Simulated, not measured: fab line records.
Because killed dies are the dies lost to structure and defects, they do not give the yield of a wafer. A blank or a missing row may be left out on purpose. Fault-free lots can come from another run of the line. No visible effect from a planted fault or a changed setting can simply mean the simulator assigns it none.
fab line records | flow nand-harc
record: lots: 13 wafers: 39 last-day: 32
route steps=1302 shown A_BONDPAD@1220 THIN_TSV@1267 END@1302
lots untouched by any fault: they come from a run of this same line in which no faults occurred
start-h: hours from the record's first day to the start of the lot's first wafer shown | wait-h: hours from the lot's prior step to this one | " repeats the value in the row above | L1.1+2: a row that stands for several wafers | - no value present, or no start provided | * or withheld: withheld | < > ~ a bound
route shown NAME@n: NAME is a module with steps in the file, n the number in the route of the first one | usual: the fault-free wafers' mean and standard deviation | same: alike in all rows | chamber/n: place in a boat | sites: each site's reading | _std_site: standard deviation of those values | _edge_site: the outer-site mean with the inner-site mean subtracted | radius-mm: how far each site lies from the wafer's centre | mask NAME#n: copy n | behind: the most recent tool/chamber to have shaped the wafer | hold: what put the lot on hold/how long, in hours/how the hold closed | device: the n, p or np transistor that did not switch | end of line: tests of these same wafers at the route's end | for a step that has no rows: nothing shown but its recipe | killed: not the wafer's yield, but the dies lost to structure and defects at the first sort | map: a wafer's dies, marking killed ones x, the rest . and places with no die _
set.NAME: the setting the step ran with; set.NAME@STEP: the setting that earlier step ran with | model.NAME: the simulator's own value behind a step, which no gauge read
one table for each step of the route and one row for each wafer, over a sample of lots
services: the hour from which a tool's chamber was out of use, counted from the record's first day as start-h (under 0 if before that day), plus the number of hours and why
== steps ==
step: NHARC_A_BONDPAD_ETCH_12
recipe: target-depth-a: 2200 time-s: 110 chf3-flow-sccm: 50 o2-flow-sccm: 10 ar-flow-sccm: 200 rf-w: 500 bias-w: 200 chemistry: CHF3/O2
usual: drypump-motor-current-A: 5.5/0.48 oes-product-au: 0.943/0.02 rf-vpp-V: 370.5/2.8 showerhead-plenum-p-Torr: 2.40/0.12 throttle-valve-pct: 20.573/0.0091
columns lot.wafer tool chamber start-h wait-h drypump-motor-current-A oes-product-au rf-hours-counter-h rf-vpp-V showerhead-plenum-p-Torr throttle-valve-pct
L636.1 rie-diel-07 2 - - 5.1 0.920 3 369.1 2.32 20.575
L636.2 " 3 " " 5.7 0.937 3 375.2 2.60 20.572
L636.6 " 1 " " 5.9 0.923 - 366.2 2.25 20.578
L637.3 rie-diel-06 1 - - 4.7 0.976 1 371.7 2.41 20.582
L637.4 " 3 " " 6.2 0.965 2 370.4 2.38 20.578
L637.6 " 1 " " 4.7 0.976 - 371.8 2.41 20.564
L640.3 rie-diel-07 3 - - 5.8 0.938 11 374.9 2.59 20.577
L640.1 " 2 " " 5.1 0.928 7 368.1 2.32 20.565
L640.6 " 3 " " 5.7 0.927 - 374.7 2.59 20.589
L644.3 rie-diel-07 1 - - 5.9 0.933 19 367.2 2.24 20.582
L644.6 " 2 " " 5.1 0.942 - 367.6 2.31 20.589
L644.5 " 3 " " 5.8 0.942 - 375.7 2.59 20.569
L647.4 rie-diel-06 2 - - 5.6 0.923 3 373.4 2.53 20.559
L647.1 " 3 " " 6.3 0.924 4 369.3 2.38 20.583
L647.2 " 0 " " 5.5 0.914 3 367.1 2.24 20.583
L646.3 rie-diel-06 0 - - 5.5 0.970 4 367.5 2.24 20.572
L646.2 " 1 " " 4.7 0.950 3 369.9 2.41 20.581
L646.4 " 2 " " 5.6 0.955 4 374.9 2.53 20.583
L645.1 rie-diel-06 1 - - 4.7 0.920 4 370.1 2.41 20.573
L645.3 " 3 " " 6.3 0.926 4 369.8 2.38 20.562
L645.6 " 1 " " 4.7 0.916 - 370.0 2.41 20.568
L649.1 rie-diel-06 0 - - 5.5 0.970 4 368.0 2.24 20.573
L649.6 " 2 " " 5.6 0.956 - 374.2 2.53 20.579
L649.5 " 3 " " 6.2 0.972 - 372.8 2.38 20.554
L648.2 rie-diel-07 1 - - 5.9 0.960 0 366.6 2.24 20.583
L648.1 " 3 " " 5.8 0.977 0 375.1 2.59 20.578
L648.6 " 2 " " 5.1 0.941 - 368.0 2.31 20.572
L650.2 rie-diel-07 0 - - 5.8 0.947 0 372.9 2.52 20.578
L650.3 " 2 " " 5.1 0.969 1 369.5 2.31 20.575
L650.6 " 0 " " 5.7 0.956 - 373.7 2.52 20.566
L651.4 rie-diel-06 3 - - 6.2 0.949 0 369.6 2.38 20.575
L651.3 " 0 " " 5.5 0.960 0 366.8 2.24 20.567
L651.5 " 0 " " 5.5 0.962 - 366.9 2.24 20.557
L654.3 rie-diel-06 0 - - 5.5 0.951 1 366.6 2.24 20.550
L654.1 " 1 " " 4.7 0.966 1 371.3 2.41 20.574
L654.4 " 2 " " 5.6 0.974 1 373.4 2.53 20.581
L655.3 rie-diel-07 0 - - 5.7 0.939 10 374.0 2.52 20.579
L655.1 " 2 " " 5.1 0.937 11 368.6 2.31 20.574
L655.4 " 3 " " 5.8 0.943 10 375.4 2.58 20.581
step: NHARC_A_BONDPAD_ETCH_24
recipe: target-depth-a: 300 over-etch-frac: 0.3 time-s: 72.99 ion-energy-ev: 150 cf4-flow-sccm: 50 n2-flow-sccm: 100 ar-flow-sccm: 150 rf-w: 300 bias-w: 100 chemistry: CF4/N2
usual: drypump-motor-current-A: 5.6/0.48 oes-product-au: 0.996/0.01 rf-vpp-V: 314.0/2.2 showerhead-plenum-p-Torr: 2.61/0.13 throttle-valve-pct: 19.794/0.0088
columns lot.wafer tool chamber start-h wait-h drypump-motor-current-A oes-product-au rf-hours-counter-h rf-vpp-V showerhead-plenum-p-Torr throttle-valve-pct
L636.2 rie-diel-06 3 - - 6.2 1.002 1 315.0 2.60 19.798
L636.1 " 0 " " 5.6 0.985 1 311.5 2.45 19.787
L636.6 " 2 " " 5.6 0.997 - 314.9 2.76 19.786
L637.4 rie-diel-06 1 - - 4.7 1.009 1 315.0 2.63 19.814
L637.3 " 3 " " 6.2 1.003 2 314.6 2.60 19.777
L637.6 " 0 " " 5.6 1.001 - 310.8 2.45 19.781
L640.3 rie-diel-06 2 - - 5.6 0.981 2 315.0 2.76 19.787
L640.1 " 3 " " 6.2 0.997 2 312.9 2.60 19.801
L640.6 " 2 " " 5.6 0.995 - 316.9 2.76 19.796
L644.3 rie-diel-06 1 - - 4.7 0.992 3 313.5 2.63 19.795
L644.6 " 3 " " 6.2 1.004 - 314.6 2.60 19.799
L644.5 " 0 " " 5.5 0.998 - 311.1 2.45 19.799
L647.4 rie-diel-07 1 - - 5.9 0.993 24 312.5 2.45 19.798
L647.1 " 3 " " 5.7 1.014 25 317.9 2.83 19.794
L647.2 " 0 " " 5.7 0.997 26 316.3 2.76 19.805
L646.3 rie-diel-06 2 - - 5.7 0.988 4 316.8 2.76 19.783
L646.2 " 3 " " 6.2 0.990 4 313.5 2.60 19.796
L646.4 " 0 " " 5.5 0.989 4 311.5 2.45 19.778
L645.1 rie-diel-06 2 - - 5.6 0.982 4 316.6 2.76 19.805
L645.3 " 0 " " 5.5 0.993 4 310.9 2.45 19.800
L645.6 " 2 " " 5.6 0.986 - 316.2 2.76 19.791
L649.1 rie-diel-07 3 - - 5.8 1.002 0 317.1 2.83 19.805
L649.5 " 1 " " 5.9 1.022 - 310.9 2.45 19.795
L649.6 " 2 " " 5.1 1.005 - 311.4 2.53 19.793
L648.2 rie-diel-07 1 - - 5.9 1.020 0 310.7 2.45 19.786
L648.1 " 0 " " 5.7 1.005 0 317.4 2.76 19.823
L648.6 " 1 " " 5.9 1.016 - 310.0 2.45 19.805
L650.3 rie-diel-06 0 - - 5.6 0.980 0 310.6 2.45 19.803
L650.2 " 3 " " 6.3 0.984 0 314.1 2.60 19.785
L650.6 " 0 " " 5.5 0.975 - 310.9 2.45 19.805
L651.3 rie-diel-06 3 - - 6.2 0.979 0 312.9 2.60 19.794
L651.4 " 2 " " 5.6 0.994 0 315.7 2.76 19.806
L651.5 " 3 " " 6.2 0.985 - 314.1 2.60 19.808
L654.1 rie-diel-06 1 - - 4.7 0.996 1 314.8 2.63 19.799
L654.4 " 2 " " 5.6 1.000 1 316.2 2.76 19.798
L654.3 " 3 " " 6.2 0.991 1 314.6 2.60 19.789
L655.4 rie-diel-06 2 - - 5.6 0.992 1 317.3 2.76 19.785
L655.3 " 3 " " 6.2 0.984 1 314.1 2.60 19.798
L655.1 " 0 " " 5.5 0.976 1 311.5 2.45 19.786
step: NHARC_A_BONDPAD_ECD_18
recipe: target-thk-a: 4000 bath-temp-c: 25 material: Cu
columns lot.wafer tool chamber start-h wait-h
L636.1+2+6 ecd-cu-02 0,1,1 516.54 -
L637.3+4+6 ecd-cu-01 1,0,0 554.46 -
L640.1+3+6 ecd-cu-01 0 565.74 -
L644.3+5+6 ecd-cu-01 1,1,0 621.14 -
L647.1+2+4 ecd-cu-02 0,1,0 646.18 -
L646.2+4+3 ecd-cu-01 0,1,0 652.15 -
L645.1+3+6 ecd-cu-01 1,0,1 656.38 -
L649.1+6+5 ecd-cu-01 1,1,0 658.92 -
L648.2+1+6 ecd-cu-01 0,1,1 665.01 -
L650.2+3+6 ecd-cu-01 0,0,1 671.36 -
L651.3+4+5 ecd-cu-02 1,0,1 678.82 -
L654.1+3+4 ecd-cu-01 0,0,1 713.41 -
L655.1+4+3 ecd-cu-01 1,1,0 727.40 -
step: NHARC_THIN_TSV_DEP_47
recipe: target-thk-a: 2000 temp-c: withheld pressure-torr: 6.5 rf-w: 900 teos-flow-sccm: 161.4 flow-sccm: 2650 target-thk-nm: 200 gas: O2 material: SiO2
usual: throttle-valve-pct: 16.1/0.45
columns lot.wafer tool chamber start-h wait-h since-wet-clean-h throttle-valve-pct
L636.2 pecvd-02 1 533.97 - 113 15.5
L636.1 " 0 " " 113 16.7
L636.6 " 0 " " - 16.7
L637.3 pecvd-02 1 567.73 - 147 16.0
L637.6 " 0 " " - 16.7
L637.4 " 1 " " - 15.4
L640.3 pecvd-01 2 580.91 - 76 16.2
L640.1 " 1 " " 76 15.8
L640.6 " 2 " " - 16.1
L644.3 pecvd-01 2 635.74 - 131 16.0
L644.5 " 1 " " - 16.2
L644.6 " 0 " " - 16.2
L647.1 pecvd-02 2 664.26 - 62 16.5
L647.2 " 0 " " 62 16.8
L647.4 " 2 " " - 16.5
L646.3 pecvd-04 1 665.47 - 21 16.2
L646.2 " 0 " " 21 15.6
L646.4 " 2 " " - 15.7
L645.3 pecvd-01 2 672.15 - 167 16.1
L645.1 " 0 " " 167 16.1
L645.6 " 0 " " - 16.1
L649.1 pecvd-04 1 672.94 - 29 16.2
L649.5 " 2 " " - 15.4
L649.6 " 0 " " - 15.6
L648.2 pecvd-02 0 680.56 - 79 16.5
L648.1 " 1 " " 79 15.6
L648.6 " 0 " " - 16.6
L650.3 pecvd-01 0 688.08 - 2 16.6
L650.2 " 1 " " 2 16.2
L650.6 " 0 " " - 16.2
L651.3 pecvd-02 2 697.13 - 95 16.6
L651.4 " 0 " " - 17.0
L651.5 " 1 " " - 15.7
L654.1 pecvd-04 2 731.04 - 87 15.8
L654.3 " 0 " " 87 15.6
L654.4 " 0 " " - 15.8
L655.1 pecvd-02 1 748.27 - 146 15.5
L655.3 " 2 " " 146 16.8
L655.4 " 1 " " - 15.9
step: NHARC_END_SORT_01
recipe: temp-c: 25
usual: defect-limited-yield: 91/3.2 killed-at-array: 53/21 killed-at-other: 1.1/1.5 killed-at-periphery: 3.9/2.7 killed-dies: 58/21 killed-open: 3.4/1.9 killed-short: 2.3/1.5
same: gross-dies: 677
columns lot.wafer tool chamber start-h wait-h defect-limited-yield[%] killed-at-array killed-at-other killed-at-periphery killed-dies killed-open killed-short
L647.1 prober-01 0 677.37 2.5 90 58 1 6 65 2 6
L647.2 prober-01 0 678.16 2.8 91 50 0 9 59 2 3
L647.4 prober-01 0 679.76 3.4 92 49 0 5 54 3 1
L646.2 prober-02 0 678.22 2.8 89 67 1 6 74 2 4
L646.3 prober-02 0 679.03 3.1 92 54 0 0 54 3 1
L646.4 prober-02 0 679.83 3.4 92 53 0 1 54 2 2
L648.1 prober-02 0 695.75 2.5 87 88 0 1 89 4 3
L648.2 prober-02 0 696.56 2.8 92 54 0 2 56 1 4
L648.6 prober-02 0 699.80 4.0 90 66 0 3 69 4 2
L654.1 prober-01 0 744.14 2.5 37 422 1 2 425 5 0
L654.3 prober-01 0 745.76 3.1 37 424 1 0 425 2 4
L654.4 prober-01 0 746.56 3.4 38 419 0 3 422 3 2
L655.1 prober-01 0 764.73 2.5 37 418 5 3 426 4 1
L655.3 prober-01 0 766.38 3.1 39 404 1 6 411 1 2
L655.4 prober-01 0 767.20 3.5 38 416 4 3 423 0 0
killed by level:class
L647.1 A_SLIT:chamber-film-flake=33 A_STAIRCASE:chamber-film-flake=6 A_CHANNEL_HOLE_D1:chamber-film-flake=5 P_CONTACT:chamber-film-flake=4 A_BLC:chamber-film-flake=4 A_CONTACT:chamber-film-flake=3 P_STI:geometric-particle:short=1 P_M2:geometric-particle:open=1
L647.2 A_SLIT:chamber-film-flake=26 A_BLC:chamber-film-flake=7 P_CONTACT:chamber-film-flake=5 A_CHANNEL_HOLE_D1:chamber-film-flake=5 A_STAIRCASE:chamber-film-flake=3 A_CONTACT:chamber-film-flake=3 A_M0:geometric-particle:open=2 P_STI:chamber-film-flake=2
L646.2 A_CHANNEL_HOLE_D1:chamber-film-flake=35 A_CHANNEL_HOLE_D2:chamber-film-flake=18 A_CONTACT:chamber-film-flake=6 P_GATE:chamber-film-flake=2 A_DECK1_JOINT:chamber-film-flake=2 A_STAIRCASE:chamber-film-flake=2 P_CONTACT:geometric-particle:open=1 P_M0:geometric-particle:short=1
L646.3 A_CHANNEL_HOLE_D1:chamber-film-flake=30 A_CHANNEL_HOLE_D2:chamber-film-flake=10 A_CONTACT:chamber-film-flake=3 A_BLC:chamber-film-flake=2 A_DECK1_JOINT:geometric-particle:open=1 A_ONON_D2:geometric-particle:open=1 A_WL_FILL:geometric-particle:short=1 A_M0:geometric-particle:open=1
L647.4 A_SLIT:chamber-film-flake=29 A_CHANNEL_HOLE_D1:chamber-film-flake=6 A_CONTACT:chamber-film-flake=5 P_CONTACT:chamber-film-flake=4 A_BLC:chamber-film-flake=4 A_DECK1_JOINT:geometric-particle:open=2 A_WL_FILL:geometric-particle:short=1 A_M0:geometric-particle:open=1
L646.4 A_CHANNEL_HOLE_D1:chamber-film-flake=24 A_CHANNEL_HOLE_D2:chamber-film-flake=20 A_STAIRCASE:chamber-film-flake=2 A_CONTACT:chamber-film-flake=2 A_CHANNEL_FILL_D1:geometric-particle:open=1 A_ONON_D2:geometric-particle:short=1 A_CONTACT:geometric-particle:short=1 A_M0:geometric-particle:open=1
L648.1 A_CHANNEL_HOLE_D1:chamber-film-flake=39 A_SLIT:chamber-film-flake=34 A_CONTACT:chamber-film-flake=5 A_STAIRCASE:chamber-film-flake=3 P_M2:geometric-particle:open=1 A_CHANNEL_FILL_D1:geometric-particle:short=1 A_ONON_D2:geometric-particle:short=1 A_ONON_D2:geometric-particle:open=1
L648.2 A_SLIT:chamber-film-flake=31 A_CHANNEL_HOLE_D1:chamber-film-flake=11 A_CONTACT:chamber-film-flake=4 A_CHANNEL_FILL_D1:geometric-particle:short=2 A_CHANNEL_HOLE_D2:chamber-film-flake=2 P_CONTACT:geometric-particle:open=1 A_SOURCE_PLATE:geometric-particle:short=1 A_WL_FILL:geometric-particle:short=1
L648.6 A_CHANNEL_HOLE_D1:chamber-film-flake=27 A_SLIT:chamber-film-flake=27 A_CONTACT:chamber-film-flake=3 P_STI:chamber-film-flake=2 A_WL_FILL:chamber-film-flake=2 A_SGD_CUT:geometric-particle:open=1 A_CHANNEL_HOLE_D1:geometric-particle:short=1 A_CHANNEL_FILL_D1:geometric-particle:short=1
L654.1 A_BONDPAD:unspecified=394 A_CHANNEL_HOLE_D1:chamber-film-flake=8 A_SLIT:chamber-film-flake=5 A_ZERO_WELL:chamber-film-flake=4 A_CONTACT:chamber-film-flake=4 P_CONTACT:geometric-particle:open=1 A_CHANNEL_HOLE_D1:geometric-particle:open=1 A_CHANNEL_FILL_D1:geometric-particle:open=1
L654.3 A_BONDPAD:unspecified=397 A_CHANNEL_HOLE_D1:chamber-film-flake=10 A_SLIT:chamber-film-flake=5 A_CONTACT:chamber-film-flake=3 A_ONON_D2:geometric-particle:short=2 A_CHANNEL_FILL_D1:geometric-particle:open=1 A_CHANNEL_HOLE_D2:geometric-particle:short=1 A_WL_FILL:geometric-particle:short=1
L654.4 A_BONDPAD:unspecified=396 A_CHANNEL_HOLE_D1:chamber-film-flake=8 P_GATE:chamber-film-flake=3 A_ZERO_WELL:chamber-film-flake=3 A_SLIT:chamber-film-flake=2 A_WL_FILL:chamber-film-flake=2 A_M1:chamber-film-flake=2 A_CHANNEL_FILL_D1:geometric-particle:open=1
L655.1 A_BONDPAD:unspecified=369 A_CHANNEL_HOLE_D1:chamber-film-flake=27 A_SLIT:chamber-film-flake=7 THIN_TSV:chamber-film-flake=5 A_ZERO_WELL:chamber-film-flake=3 A_CONTACT:chamber-film-flake=3 A_M1:chamber-film-flake=3 P_STI:chamber-film-flake=2
L655.3 A_BONDPAD:unspecified=369 A_CHANNEL_HOLE_D1:chamber-film-flake=23 P_GATE:chamber-film-flake=4 A_SLIT:chamber-film-flake=3 A_STAIRCASE:chamber-film-flake=2 A_CONTACT:chamber-film-flake=2 A_M1:chamber-film-flake=2 P_M0:geometric-particle:open=1
L655.4 A_BONDPAD:unspecified=379 A_CHANNEL_HOLE_D1:chamber-film-flake=25 A_SLIT:chamber-film-flake=5 THIN_TSV:chamber-film-flake=4 A_M1:chamber-film-flake=3 P_GATE:chamber-film-flake=2 A_CONTACT:chamber-film-flake=2 P_ZERO_WELL:chamber-film-flake=1
== services ==
columns tool chamber start-h hours kind
pecvd-01 - 492.00 13.0 pm
rie-diel-06 0 493.20 - clean
rie-diel-07 2 495.33 10.2 repair
rie-diel-06 1 503.32 3.4 repair
rie-diel-07 3 507.09 1.3 repair
ecd-cu-01 - 512.62 8.0 pm
rie-diel-07 2 518.93 7.4 repair
pecvd-02 2 528.67 2.1 repair
rie-diel-06 1 533.15 6.4 repair
rie-diel-07 2 544.02 7.6 repair
pecvd-04 - 578.51 0.9 repair
pecvd-02 - 589.06 13.0 pm
rie-diel-06 0 592.27 3.4 repair
ecd-cu-02 - 596.00 8.0 pm
pecvd-04 - 631.26 13.0 pm
pecvd-02 1 633.20 5.2 repair
rie-diel-07 - 648.75 9.0 pm
rie-diel-06 - 661.20 9.0 pm
pecvd-01 - 673.00 13.0 pm
pecvd-04 - 687.34 24.3 repair
ecd-cu-01 - 688.62 8.0 pm
pecvd-02 - 704.28 3.9 repair
rie-diel-06 - 706.07 1.0 repair
pecvd-01 - 745.94 0.6 repair
== key ==
first-sign: step: NHARC_END_SORT_01 reading: killed-at-array direction: up sigmas: 18 usual: 53 struck: 417
effect: step: NHARC_END_SORT_01 reading: defect-limited-yield direction: down sigmas: 17 usual: 91 struck: 38
more-kills-born-at: NHARC_A_BONDPAD_ECD_18@ecd-cu-01: 2304
met-at NHARC_A_BONDPAD_ECD_18
struck-lots L654,L655
not-acting-at NHARC_A_BONDPAD_ETCH_12,NHARC_A_BONDPAD_ETCH_24,NHARC_THIN_TSV_DEP_47
onset-between 671.36 713.41
also-fits time
earlier-fault: kind: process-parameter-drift tool: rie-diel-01 chamber: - onset-h: 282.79 steps: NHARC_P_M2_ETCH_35 channel: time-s offset: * shape: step acts-in: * stated: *
fault: kind: chamber-particle-source tool: ecd-cu-01 chamber: - onset-h: 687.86 steps: NHARC_A_BONDPAD_ECD_18 rate-per-visit-cm2: 0.99343
